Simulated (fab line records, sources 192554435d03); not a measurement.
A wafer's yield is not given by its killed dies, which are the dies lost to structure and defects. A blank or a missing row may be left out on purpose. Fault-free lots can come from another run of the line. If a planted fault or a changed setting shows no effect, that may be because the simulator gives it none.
Matching of chambers | flow n5Finfet | N5_BEOL_M5_CURE_80 on uvCure-02: 3 sister chambers
The step cures SiCOH lowk, time 120 s. 3 wafers are shown with their chamber, then 11 later ones without.

== WAFERS PAIRED WITH THEIR CHAMBERS ==
wafer  | chamber | wafer_temp_C_max
L086.3 | 0       | 372.0
L087.4 | 1       | 373.2
L090.3 | 2       | 371.2

== WAFERS WHOSE CHAMBER IS MISSING ==
wafer  | wafer_temp_C_max
L090.4 | 371.4
L090.6 | 371.8
L092.2 | 371.9
L092.3 | 371.4
L092.4 | 371.5
L096.1 | 372.6
L096.2 | 371.8
L096.4 | 372.7
L096.3 | 372.4
L096.5 | 372.6
L096.6 | 372.1

== CHAMBER TAKEN BY EACH ==
wafer  | from the rows above     | in truth
L090.4 | can't be placed: 2 or 0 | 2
L090.6 | can't be placed: 0 or 2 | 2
L092.2 | can't be placed: 0 or 2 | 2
L092.3 | can't be placed: 2 or 0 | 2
L092.4 | can't be placed: 2 or 0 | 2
L096.1 | can't be placed: 1 or 0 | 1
L096.2 | can't be placed: 0 or 2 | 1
L096.4 | can't be placed: 1 or 0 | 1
L096.3 | can't be placed: 0 or 1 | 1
L096.5 | can't be placed: 1 or 0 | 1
L096.6 | 0                       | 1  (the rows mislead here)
Correctly placed: 0 of 11. From these rows, 10 cannot be placed; in 9 the true chamber is one of the candidates. Wrongly placed: 1.
How it was worked out, from the rows above alone: a wafer's distance from a chamber is the root of the sum, over the readings, of the square of ((its reading less the chamber's mean) divided by the reading's scatter). If the next closest chamber is less than 2 further off than the closest, the wafer can't be placed; otherwise it belongs to the closest. The mean given for a chamber averages the wafers shown for that chamber. The scatter: root of mean squared gap, hidden wafer to nearest shown wafer, with one shown wafer a chamber.
